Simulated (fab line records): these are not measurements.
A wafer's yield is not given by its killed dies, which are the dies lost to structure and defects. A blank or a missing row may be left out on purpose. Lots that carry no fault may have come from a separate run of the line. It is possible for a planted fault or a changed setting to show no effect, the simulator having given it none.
A lot that was struck, set against a sound lot -- flow n5 finfet -- 16 steps out of a route of 1938
Sound: wafers L703.2, L703.4, L703.6. Struck: wafer L715.4. (L715.1, L715.2 of the same lot were not struck and are left out.) The cause comes at the end.
For every step that has rows: the tool of each side, followed by ch and its chambers, followed by its first start. Under that, the readings that differ: sound wafers -- struck wafers -- difference of the means -- sigmas: that difference in standard deviations of wafers without a fault.
alike: same words and numbers on both sides, and readings whose means sit less than 2 such deviations apart. not compared: any withheld reading, any reading some wafer has no value for, any bound like >300 that may hide the same value, and any number with overlapping values for which the record gives no deviation.
The two part at a step that has a row with sigmas, a row that says differs or no value, or rows on one side only. When numbers do not overlap yet have no deviation, they are printed without sigmas and do not part them. A reading missing from all wafers of one side parts the sides only when that side holds two or more wafers.

first, 1 step without rows for these wafers: N5_MOL_CONTACT_COAG_ETCH_59 (etches underlayer in N2/H2, target depth 13 nm, time 10.4 s).
N5_MOL_CONTACT_COAG_ETCH_105: etches SiARC in CF4, target depth 15.6 nm, time 26 s.
  sound on rie diel-06 ch 0,1,3, day 6 07:04; struck on rie diel-06 ch 2, day 9 02:57
  alike: drypump motor current A, etch rf on time s, oes product au, rf vpp V, showerhead plenum p Torr, throttle valve pct
  not compared: rf hours counter h
N5_MOL_CONTACT_COAG_ETCH_106: etches SOC in N2/H2, target depth 80 nm, overetch 16 nm, time 120 s.
  sound on rie diel-06 ch 0,1,3, day 6 07:06; struck on rie diel-06 ch 2, day 9 02:59
  alike: drypump motor current A, oes product au, rf vpp V, showerhead plenum p Torr, throttle valve pct
  not compared: rf hours counter h
then, 2 steps without rows for these wafers: N5_MOL_CONTACT_COAG_STRIP_107 (strips in N2/H2); N5_MOL_CONTACT_COAG_STRIP_108 (strips in N2/H2).
N5_MOL_CONTACT_COAG_CONTACT_ETCH_14: etches SiO2 in C4F6/O2, target depth 27.5 nm, overetch 8.5 nm, time 20 s.
  sound on rie diel-06 ch 0,1,3, day 6 07:12; struck on rie diel-06 ch 2, day 9 03:05
  alike: drypump motor current A, oes_ar_750_au, oes product au, rf vpp V, showerhead plenum p Torr, throttle valve pct
  not compared: rf hours counter h
then, 2 steps without rows for these wafers: N5_MOL_CONTACT_COAG_STRIP_109 (strips in C4F6/O2); N5_MOL_CONTACT_COAG_ETCH_15 (etches SiNx in CH3F/O2, stops on Si:P, target depth 7 nm).
N5_MOL_CONTACT_COAG_ETCH_110: etches Si in CF4/O2, target depth 2.5 nm, time 8 s.
  sound on rie diel-06 ch 0,1,3, day 6 07:17; struck on rie diel-06 ch 2, day 9 03:10
  alike: drypump motor current A, oes_ar_750_au, oes product au, rf vpp V, showerhead plenum p Torr, throttle valve pct
  not compared: rf hours counter h
N5_MOL_CONTACT_COAG_STRIP_98: strips in N2/H2.
  sound on rie diel-06 ch 0,1,3, day 6 07:20; struck on rie diel-06 ch 2, day 9 03:13
  alike: drypump motor current A, oes product au, rf vpp V, showerhead plenum p Torr, throttle valve pct
  not compared: rf hours counter h
N5_MOL_CONTACT_COAG_CD_MEAS_99: target cd 17.2 nm.
  sound: cd sem-03 at day 6 07:25; struck: cd sem-02 at day 9 03:17
  alike: cd nm
following that, these wafers have no rows for 1 step: N5_MOL_CONTACT_COAG_IMPLANT_129.
N5_MOL_CONTACT_COAG_PRECLEAN_111: cleans in NF3:NH3, afs cycles 1, time 20 s, sublimation time 60 s.
  sound on remote plasma-02 ch 0, day 6 11:51; struck on remote plasma-01 ch 1, day 9 03:32
reading,sound,struck,difference,sigmas
time s (s),20 20 20,18.608,-1.392,
then, 1 step without rows for these wafers: N5_MOL_CONTACT_COAG_TI_SIL_19 (material Ti, target thk 4.2 nm, time 15 s).
-- here the record skips 4 days between the struck wafers' starts before and after, leaving off in module MOL_CONTACT_COAG and picking up in module BEOL_M4 (first step shown: number 1111 of the route) --
N5_BEOL_M4_RC_MEAS_101:
  sound on prober-01 ch 0, day 9 21:11; struck on prober-02 ch 0, day 13 05:50
reading,sound,struck,difference,sigmas
DIBL_N (mV/V),34.6 34.5 36.6,32.0,-3.2,-2
  alike: DIBL_P, IOFF_N, IOFF_P, ION_N, ION_P, SS_N, SS_P, VT_N, VT_P
-- here the record skips 5 days between the struck wafers' starts before and after, leaving off in module BEOL_M4 and picking up in module PASSIVATION (first step shown: number 1936 of the route) --
N5_PASSIVATION_PROBE_49:
  sound: prober-02 at day 14 03:28; struck: prober-02 at day 17 18:22
reading,sound,struck,difference,sigmas
killed open,66 34 65,81,+26,+2
sort_bin_6_memory (%),3.1 2.2 2.3,4.4,+1.9,+3
  alike: defect limited yield, killed_at_M0_to_M3, killed_at_M4_up, killed at contacts, killed at front end, killed at other, killed dies, killed short, sort_bin_5_function, sort n pass, sort yield pct

## WHERE THEY PART
First at N5_BEOL_M4_RC_MEAS_101; last, within this record, at N5_PASSIVATION_PROBE_49.

WHY: what the simulator had put in
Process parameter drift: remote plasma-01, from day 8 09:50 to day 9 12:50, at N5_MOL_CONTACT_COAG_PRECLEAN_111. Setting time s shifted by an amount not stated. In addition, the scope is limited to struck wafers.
